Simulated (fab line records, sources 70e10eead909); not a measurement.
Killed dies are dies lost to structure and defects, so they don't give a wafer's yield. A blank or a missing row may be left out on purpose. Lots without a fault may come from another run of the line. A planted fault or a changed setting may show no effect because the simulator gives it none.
fab line records | flow nand_harc
record lots=12 wafers=36 last_day=34
route steps=1302 shown P_ZERO_WELL@31 P_STI@90 P_GATE@130 END@1302
lots that met no fault: from a run of the same line without faults
start_h: hours from the record's first day to the start of the lot's first wafer shown | wait_h: hours since the lot's step before | " the same as in the row above | L1.1+2: a row that stands for several wafers | - no value, or no start given | * or withheld: withheld | < > ~ a bound
route shown NAME@n: a module of which the file shows steps, and the number in the route of the first | usual: mean/standard deviation of fault-free wafers | same: alike in all rows | chamber/n: place in a boat | sites: the reading at each site | _std_site: their standard deviation | _edge_site: outer sites' mean less inner sites' | radius_mm: how far each site lies from the wafer's centre | mask NAME#n: copy n | behind: the tool/chamber that last shaped the wafer | hold: why the lot was held/for how many hours/how that ended | device: the transistor (n, p or np) that didn't switch | end of line: the same wafers' tests at the end of the route | a step without rows: its recipe alone | killed: dies lost to structure and defects at the first sort, not the wafer's yield | map: a wafer's dies, x killed, . not, _ none there
set.NAME: the setting as run; set.NAME@STEP: as run at that earlier step | model.NAME: the simulator's own value behind a step, which no gauge read
steps of the route over a sample of lots; a table a step, a row a wafer
services: from which hour (start_h, from the record's first day; less than 0 if before it) a tool's chamber was out of use, for how many hours, and why
## steps
# step NHARC_P_ZERO_WELL_DESCUM_26
# recipe time_s=3 o2_flow_sccm=200 ar_flow_sccm=0 bias_power_w=0 chemistry=O2
# usual drypump_motor_current_A=5.7/0.54 oes_product_au=1.000/0.011 rf_vpp_V=57.6/0.93 showerhead_plenum_p_Torr=1.88/0.081 throttle_valve_pct=11.311/0.0097
# columns lot.wafer tool chamber start_h wait_h drypump_motor_current_A oes_product_au rf_hours_counter_h rf_vpp_V showerhead_plenum_p_Torr throttle_valve_pct
L885.2 rie_diel-13 3 45.27 - 5.4 1.002 14 57.1 2.02 11.308
L885.3 " 2 " " 5.2 1.005 15 58.3 1.85 11.315
L885.5 " 0 " " 6.2 1.000 - 58.1 1.94 11.310
L887.4 rie_diel-13 0 62.57 - 6.2 1.000 17 57.8 1.94 11.296
L887.6 " 2 " " 5.3 1.009 - 57.0 1.85 11.307
L887.5 " 3 " " 5.4 1.003 - 58.2 2.02 11.319
L888.1 rie_diel-12 1 72.78 - 6.5 0.993 44 56.9 1.92 11.317
L888.2 " 3 " " 5.7 0.998 46 56.3 2.01 11.306
L888.4 " 0 " " 4.9 0.988 47 57.4 1.82 11.314
L890.1 rie_diel-02 2 93.43 - 6.5 1.005 11 56.7 1.91 11.323
L890.2 " 0 " " 5.8 1.007 16 57.7 1.78 11.314
L890.5 " 1 " " 5.0 1.003 - 56.5 1.79 11.325
L898.4 rie_diel-12 0 173.13 - 4.9 0.988 21 56.8 1.81 11.318
L898.2 " 1 " " 6.5 0.991 22 57.2 1.92 11.315
L898.5 " 3 " " 5.7 0.980 - 57.9 2.00 11.301
L899.1 rie_diel-13 1 182.75 - 6.3 1.006 3 57.9 1.81 11.309
L899.4 " 0 " " 6.2 0.998 3 57.4 1.92 11.309
L899.5 " 2 " " 5.3 1.015 - 57.3 1.84 11.323
L900.1 rie_diel-13 0 192.87 - 6.2 0.999 8 57.6 1.92 11.285
L900.3 " 3 " " 5.4 1.002 9 59.6 2.01 11.332
L900.5 " 1 " " 6.3 1.014 - 55.8 1.81 11.301
L901.3 rie_diel-12 2 202.77 - 5.1 1.005 33 57.1 1.78 11.306
L901.1 " 3 " " 5.7 0.980 34 58.4 1.99 11.315
L901.5 " 3 " " 5.7 0.987 - 58.8 1.99 11.318
L902.3 rie_diel-02 2 212.83 - 6.6 0.991 53 56.5 1.90 11.300
L902.4 " 2 " " 6.6 0.993 - 57.0 1.90 11.311
L902.5 " 1 " " 5.0 0.996 - 56.2 1.78 11.331
L904.4 rie_diel-13 2 232.73 - 5.3 1.004 20 58.2 1.83 11.319
L904.6 " 3 " " 5.4 1.007 - 56.8 2.00 11.339
L904.5 " 0 " " 6.2 0.997 - 58.0 1.92 11.303
L905.3 rie_diel-13 3 242.49 - 5.4 1.009 27 57.9 2.00 11.314
L905.1 " 2 " " 5.3 0.999 25 56.3 1.83 11.306
L905.6 " 0 " " 6.2 1.003 - 58.7 1.92 11.318
L906.4 rie_diel-13 0 252.77 - 6.2 0.998 31 56.6 1.92 11.310
L906.3 " 1 " " 6.3 1.001 30 57.1 1.80 11.305
L906.5 " 2 " " 5.3 1.002 - 55.5 1.83 11.305
# step NHARC_P_STI_ETCH_15
# recipe target_depth_a=3000 taper_deg=4 time_s=100.1 hbr_flow_sccm=150 cl2_flow_sccm=50 rf_w=400 icp_w=400 bias_w=100 chemistry=HBr/Cl2
# usual drypump_motor_current_A=5.6/0.54 mfc_cl2_sccm=50.00/0.14 oes_product_au=1.000/0.011 rf_fwd_power_W=397.0/1.4 throttle_valve_pct=26.406/0.0097
# columns lot.wafer tool chamber start_h wait_h drypump_motor_current_A mfc_cl2_sccm oes_product_au rf_fwd_power_W rf_hours_counter_h throttle_valve_pct
L885.2 rie_si-03 0 67.10 - 5.9 50.12 1.004 399.1 0.1 26.424
L885.3 " 2 " " 5.5 49.81 0.997 396.6 0.1 26.398
L885.5 " 3 " " 5.2 50.20 0.986 398.6 - 26.419
L887.4 rie_si-01 1 84.50 - 5.2 50.11 0.997 397.5 0.4 26.387
L887.6 " 3 " " 5.0 50.07 0.992 395.0 - 26.395
L887.5 " 0 " " 6.6 49.79 0.989 397.8 - 26.396
L888.4 rie_si-03 0 92.94 - 5.9 50.10 1.009 397.6 0.2 26.399
L888.2 " 1 " " 4.7 50.08 0.988 397.3 0.2 26.394
L888.1 " 2 " " 5.5 49.88 1.020 396.7 0.2 26.417
L890.1 rie_si-05 2 113.70 - 5.8 50.15 1.018 397.9 1.0 26.407
L890.2 " 3 " " 6.0 49.98 1.011 397.4 1.1 26.423
L890.5 " 3 " " 6.0 50.13 1.006 396.4 - 26.404
L898.4 rie_si-05 2 195.37 - 5.8 50.23 1.007 397.3 0.4 26.405
L898.2 " 3 " " 6.0 49.92 1.004 394.6 0.4 26.405
L898.5 " 3 " " 6.0 50.14 1.001 393.6 - 26.390
L899.4 rie_si-03 3 207.65 - 5.2 49.95 1.012 401.0 0.9 26.413
L899.1 " 0 " " 5.9 49.78 1.017 397.6 0.9 26.410
L899.5 " 2 " " 5.5 50.08 1.015 396.6 - 26.409
L900.3 rie_si-03 3 217.04 - 5.2 49.91 1.009 399.4 0.9 26.396
L900.1 " 2 " " 5.5 50.25 0.999 398.9 1.0 26.415
L900.5 " 3 " " 5.2 49.79 1.002 399.3 - 26.400
L901.1 rie_si-05 1 222.71 - 5.0 50.00 1.025 397.2 0.6 26.422
L901.3 " 3 " " 6.0 49.93 1.014 397.5 0.6 26.414
L901.5 " 1 " " 5.0 49.85 1.032 397.6 - 26.397
L902.3 rie_si-01 3 233.51 - 5.0 49.93 1.005 393.7 0.2 26.412
L902.4 " 1 " " 5.2 50.13 0.995 395.5 0.2 26.392
L902.5 " 3 " " 5.0 50.05 1.010 396.2 - 26.412
L904.4 rie_si-01 1 252.51 - 5.2 50.01 0.994 395.4 0.3 26.412
L904.6 " 0 " " 6.6 50.08 0.999 397.2 - 26.407
L904.5 " 1 " " 5.2 50.12 0.994 397.9 - 26.419
L905.1 rie_si-05 0 263.14 - 6.1 50.19 1.008 395.8 1.1 26.403
L905.3 " 1 " " 5.0 49.99 1.018 397.8 1.0 26.405
L905.6 " 3 " " 6.0 49.82 0.996 397.5 - 26.400
L906.4 rie_si-03 0 273.07 - 5.9 50.00 0.986 397.2 0.2 26.409
L906.3 " 1 " " 4.7 50.09 0.995 395.1 0.2 26.396
L906.5 " 0 " " 5.9 49.94 0.996 395.5 - 26.405
# step NHARC_P_GATE_CVD_17
# recipe target_thk_a=1500 temp_c=620 time_s=900 material=poly-Si
# columns lot.wafer tool chamber start_h wait_h
L885.2+3+5 lpcvd_poly-03 0 116.53 2.7
L887.4+5+6 lpcvd_poly-03 0 132.93 2.7
L888.1+2+4 lpcvd_poly-03 0 137.15 2.7
L890.1+2+5 lpcvd_poly-04 0 157.65 2.6
L898.2+4+5 lpcvd_poly-04 0 236.64 2.7
L899.1+4+5 lpcvd_poly-01 0 254.16 2.6
L900.1+3+5 lpcvd_poly-03 0 263.50 2.7
L901.1+3+5 lpcvd_poly-04 0 266.98 2.5
L902.3+4+5 lpcvd_poly-03 0 282.09 2.7
L904.4+5+6 lpcvd_poly-04 0 297.11 2.5
L905.1+3+6 lpcvd_poly-03 0 309.49 2.7
L906.3+4+5 lpcvd_poly-01 0 322.49 3.5
# step NHARC_P_GATE_OVL_MEAS_27
# usual overlay_x_nm=0.0/0.83 overlay_y_nm=0.2/0.89
# columns lot.wafer tool chamber start_h wait_h overlay_x_nm overlay_y_nm
L885.2 overlay-02 - 121.09 - 0.4 0.2
L885.3 " - " " -0.2 0.5
L885.5 " - " " 0.0 0.3
L887.4 overlay-02 - 139.89 - -0.2 -0.7
L887.5 " - " " -0.1 -0.7
L887.6 " - " " -0.4 0.2
L888.1 overlay-01 - 145.31 - -0.5 0.0
L888.2 " - " " -0.4 -0.1
L888.4 " - " " -0.3 -0.3
L890.1 overlay-02 - 161.56 - 1.0 0.4
L890.2 " - " " 0.6 0.2
L890.5 " - " " 0.9 0.6
L898.2 overlay-01 - 244.61 - 1.4 -1.0
L898.4 " - " " 0.8 -1.0
L898.5 " - " " 1.0 -0.4
L899.1 overlay-01 - 261.28 - 0.3 1.9
L899.4 " - " " 0.7 1.6
L899.5 " - " " 0.4 1.5
L900.1 overlay-02 - 270.68 - -0.3 1.4
L900.3 " - " " -0.1 1.9
L900.5 " - " " -0.2 2.2
L901.1 overlay-02 - 272.86 - 1.5 0.0
L901.3 " - " " 1.1 -0.1
L901.5 " - " " 1.3 0.5
L902.3 overlay-01 - 285.99 - 0.2 -0.8
L902.4 " - " " -0.6 0.0
L902.5 " - " " -0.5 -0.1
L904.4 overlay-01 - 302.02 - -0.9 0.2
L904.5 " - " " -1.4 0.5
L904.6 " - " " -0.7 0.1
L905.1 overlay-02 - 315.45 - -0.3 0.1
L905.3 " - " " -0.1 0.5
L905.6 " - " " -0.5 0.2
L906.3 overlay-02 - 332.75 - -1.3 0.9
L906.4 " - " " -1.8 0.8
L906.5 " - " " -1.3 0.4
# step NHARC_P_GATE_INSPECT_28
# usual raw_defect_count=5.7/2.8
# columns lot.wafer tool chamber start_h wait_h raw_defect_count
L885.2 defect_inspect-01 - 121.13 0.0 8
L885.3 " - " " 4
L885.5 " - " " 6
L887.4 defect_inspect-02 - 139.93 0.0 16
L887.5 " - " " 17
L887.6 " - " " 17
L888.1 defect_inspect-01 - 145.34 0.0 12
L888.2 " - " " 15
L888.4 " - " " 18
L890.1 defect_inspect-02 - 161.59 0.0 6
L890.2 " - " " 6
L890.5 " - " " 5
L898.2 defect_inspect-02 - 244.65 0.0 9
L898.4 " - " " 1
L898.5 " - " " 7
L899.1 defect_inspect-02 - 261.32 0.0 12
L899.4 " - " " 7
L899.5 " - " " 8
L900.1 defect_inspect-01 - 270.72 0.0 7
L900.3 " - " " 8
L900.5 " - " " 13
L901.1 defect_inspect-01 - 272.89 0.0 5
L901.3 " - " " 13
L901.5 " - " " 6
L902.3 defect_inspect-01 - 286.03 0.0 2
L902.4 " - " " 7
L902.5 " - " " 5
L904.4 defect_inspect-02 - 302.05 0.0 4
L904.5 " - " " 8
L904.6 " - " " 2
L905.1 defect_inspect-01 - 315.48 0.0 4
L905.3 " - " " 8
L905.6 " - " " 5
L906.3 defect_inspect-01 - 332.79 0.0 11
L906.4 " - " " 1
L906.5 " - " " 7
# step NHARC_END_SORT_01
# recipe temp_c=25
# usual killed_at_array=53/18 killed_at_other=1.0/1.2 killed_at_periphery=3.6/2.4 killed_dies=58/18 killed_open=3.4/1.8 killed_short=2.3/1.5
# same gross_dies=677
# columns lot.wafer tool chamber start_h wait_h killed_at_array killed_at_other killed_at_periphery killed_dies killed_open killed_short
L888.1 prober-02 0 619.40 2.5 34 2 9 45 2 1
L888.2 prober-02 0 620.20 2.8 43 3 12 58 3 5
L888.4 prober-02 0 621.80 3.4 38 2 18 58 4 4
L887.4 prober-01 0 630.66 3.4 59 4 10 73 1 3
L887.5 prober-01 0 631.46 3.7 54 0 8 62 4 0
L887.6 prober-01 0 632.26 4.0 62 1 12 75 1 3
# killed by level:class
L888.1 A_CHANNEL_HOLE_D2:chamber_film_flake=26 P_GATE:unspecified=8 A_STAIRCASE:chamber_film_flake=3 THIN_TSV:chamber_film_flake=2 A_CHANNEL_FILL_D1:geometric_particle:short=1 A_CHANNEL_FILL_D1:geometric_particle:open=1 A_SGD_CUT:geometric_particle:open=1 P_STI:chamber_film_flake=1
L888.2 A_CHANNEL_HOLE_D2:chamber_film_flake=27 P_GATE:unspecified=10 A_CONTACT:chamber_film_flake=3 THIN_TSV:chamber_film_flake=3 A_CHANNEL_HOLE_D1:chamber_film_flake=2 A_ONON_D1:geometric_particle:short=1 A_CHANNEL_HOLE_D1:geometric_particle:short=1 A_CHANNEL_FILL_D2:geometric_particle:open=1
L888.4 A_CHANNEL_HOLE_D2:chamber_film_flake=21 P_GATE:unspecified=13 A_CONTACT:chamber_film_flake=5 P_GATE:chamber_film_flake=2 A_ZERO_WELL:chamber_film_flake=2 A_CHANNEL_HOLE_D1:chamber_film_flake=2 THIN_TSV:chamber_film_flake=2 P_GATE:geometric_particle:short=1
L887.4 A_CHANNEL_HOLE_D1:chamber_film_flake=30 P_GATE:unspecified=9 A_STAIRCASE:chamber_film_flake=8 A_CONTACT:chamber_film_flake=6 A_CHANNEL_HOLE_D2:chamber_film_flake=5 THIN_TSV:chamber_film_flake=4 A_CHANNEL_FILL_D1:chamber_film_flake=2 A_DECK1_JOINT:geometric_particle:short=1
L887.5 A_CHANNEL_HOLE_D1:chamber_film_flake=27 A_CONTACT:chamber_film_flake=10 P_GATE:unspecified=8 A_CHANNEL_HOLE_D2:chamber_film_flake=7 A_STAIRCASE:chamber_film_flake=3 A_CHANNEL_FILL_D2:chamber_film_flake=2 A_CHANNEL_FILL_D1:geometric_particle:open=1 A_CONTACT:geometric_particle:open=1
L887.6 A_CHANNEL_HOLE_D1:chamber_film_flake=32 A_CHANNEL_HOLE_D2:chamber_film_flake=9 A_STAIRCASE:chamber_film_flake=8 P_GATE:unspecified=7 P_CONTACT:chamber_film_flake=3 A_WL_FILL:chamber_film_flake=3 A_CONTACT:chamber_film_flake=3 A_DECK1_JOINT:geometric_particle:short=2
## services
# columns tool chamber start_h hours kind
lpcvd_poly-04 - 26.00 26.0 pm
rie_diel-13 0 35.74 5.9 repair
rie_si-03 - 44.00 9.0 pm
rie_si-01 0 85.84 13.7 repair
rie_diel-12 - 91.82 9.0 pm
rie_diel-12 2 113.94 9.8 repair
rie_si-03 3 115.29 6.6 repair
rie_si-05 - 128.00 9.0 pm
rie_diel-12 2 144.60 1.7 repair
rie_diel-13 3 154.79 10.9 repair
rie_diel-13 2 160.84 3.0 repair
rie_diel-12 1 162.17 1.2 repair
rie_diel-13 - 165.03 9.0 pm
rie_si-01 - 193.00 9.0 pm
rie_diel-13 2 196.67 6.1 repair
rie_diel-12 3 205.13 6.5 repair
rie_diel-13 1 216.15 3.1 repair
rie_si-03 - 221.00 9.0 pm
rie_diel-13 2 257.45 5.0 repair
rie_diel-13 3 274.77 7.7 repair
rie_si-03 - 277.59 0.2 repair
rie_si-05 0 294.92 15.8 repair
rie_si-05 - 305.00 9.0 pm
rie_si-03 1 305.93 1.3 repair
## key
first_sign step=NHARC_P_GATE_INSPECT_28 reading=raw_defect_count direction=up sigmas=3.6 usual=5.7 struck=15.8
effect step=NHARC_END_SORT_01 reading=killed_at_periphery direction=up sigmas=3.2 usual=3.6 struck=11.5
met_at NHARC_P_GATE_CVD_17
struck_lots L887,L888
struck_wafers L887.4,L887.5,L887.6,L888.1,L888.2,L888.4
tester_left_out L887,L888
not_acting_at NHARC_P_ZERO_WELL_DESCUM_26,NHARC_P_STI_ETCH_15,NHARC_P_GATE_OVL_MEAS_27
fault kind=chamber_particle_source tool=lpcvd_poly-03 chamber=0 onset_h=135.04 steps=NHARC_P_GATE_CVD_17 rate_per_visit_cm2=0.018515 end_h=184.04
# tester_left_out: of these lots the tester's yield and bins aren't shown, on N5 and GAA mostly nor the transistor test; their killed dies are dies lost to structure and defects alone, not to doping, threshold or leakage, so they don't give the yield
